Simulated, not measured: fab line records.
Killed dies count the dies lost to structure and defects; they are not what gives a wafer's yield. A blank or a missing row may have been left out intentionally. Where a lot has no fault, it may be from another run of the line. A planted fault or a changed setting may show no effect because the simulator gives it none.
Chamber matching    flow nand_harc    NHARC_A_STAIRCASE_DESCUM_219 on rie_diel-05: 4 sister chambers
The step chemistry O2, time 3 s. 4 wafers are shown with their chamber, then 9 later ones without.

== WAFERS WITH THEIR CHAMBER ==
wafer   chamber  showerhead_plenum_p_Torr (Torr)
L086.2  2        1.89
L086.5  3        2.06
L091.4  0        1.79
L091.5  1        1.81

== WAFERS WITH NO CHAMBER GIVEN ==
wafer   showerhead_plenum_p_Torr (Torr)
L094.1  1.89
L094.3  2.05
L094.6  1.79
L097.1  1.81
L097.2  1.79
L097.6  1.89
L095.1  1.81
L095.3  1.89
L095.5  1.79

== THE CHAMBER EACH PASSED THROUGH ==
wafer   from the rows above  in truth
L094.1  2                    2
L094.3  3                    3
L094.6  0                    0
L097.1  1                    1
L097.2  0                    0
L097.6  2                    2
L095.1  1                    1
L095.3  2                    2
L095.5  0                    0
Correctly placed: 9 of 9. Left unplaced by these rows: 0. 0 placed wrongly.
How it was worked out, from the rows above alone: a wafer's distance from a chamber is the root of the sum, over the readings, of the square of ((its reading less the chamber's mean) divided by the reading's scatter). The wafer belongs to the nearest chamber; if the next one is less than 2 further off, it can't be placed. Each chamber's mean is taken over the wafers shown for it. The scatter: root of mean squared gap, hidden wafer to nearest shown wafer, with one shown wafer a chamber.
